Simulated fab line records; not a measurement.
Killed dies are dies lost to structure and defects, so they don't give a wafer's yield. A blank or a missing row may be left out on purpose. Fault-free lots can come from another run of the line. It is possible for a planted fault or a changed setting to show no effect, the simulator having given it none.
Matching of chambers | flow n5-finfet | N5_DUMMY_GATE_ETCH_37 on rie-diel-06 has 4 sister chambers
The step etches SOC in N2/H2, target depth 60 nm, overetch 30 nm. 4 wafers are shown with their chamber, then 8 later ones without.

## WAFERS WITH THEIR CHAMBER
wafer  | chamber | throttle-valve-pct (%)
L076.4 | 0       | 18.06
L082.4 | 2       | 17.71
L083.6 | 1       | 17.31
L086.2 | 3       | 18.08

## WAFERS WITHOUT THEIR CHAMBER
wafer  | throttle-valve-pct (%)
L086.3 | 18.09
L086.4 | 17.71
L089.1 | 18.09
L089.2 | 18.09
L089.4 | 17.33
L096.1 | 17.73
L096.2 | 18.12
L096.5 | 17.36

## WHICH CHAMBER EACH WENT THROUGH
wafer  | from the rows above     | in truth
L086.3 | can't be placed: 3 or 0 | 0
L086.4 | 2                       | 2
L089.1 | can't be placed: 3 or 0 | 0
L089.2 | can't be placed: 3 or 0 | 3
L089.4 | 1                       | 1
L096.1 | 2                       | 2
L096.2 | can't be placed: 3 or 0 | 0
L096.5 | 1                       | 1
4 of 8 placed correctly. Not placeable from these rows: 4 (in 4, the candidates include the true chamber). 0 placed wrongly.
How it was worked out, from the rows above alone: a wafer's distance from a chamber is the root of the sum, over the readings, of the square of ((its reading less the chamber's mean) divided by the reading's scatter). The wafer belongs to the nearest chamber; if the next one is less than 2 further off, it can't be placed. The mean given for a chamber averages the wafers shown for that chamber. The scatter (one wafer shown for each chamber): square how far every hidden wafer sits from the nearest shown wafer, average those squares and take the square root.
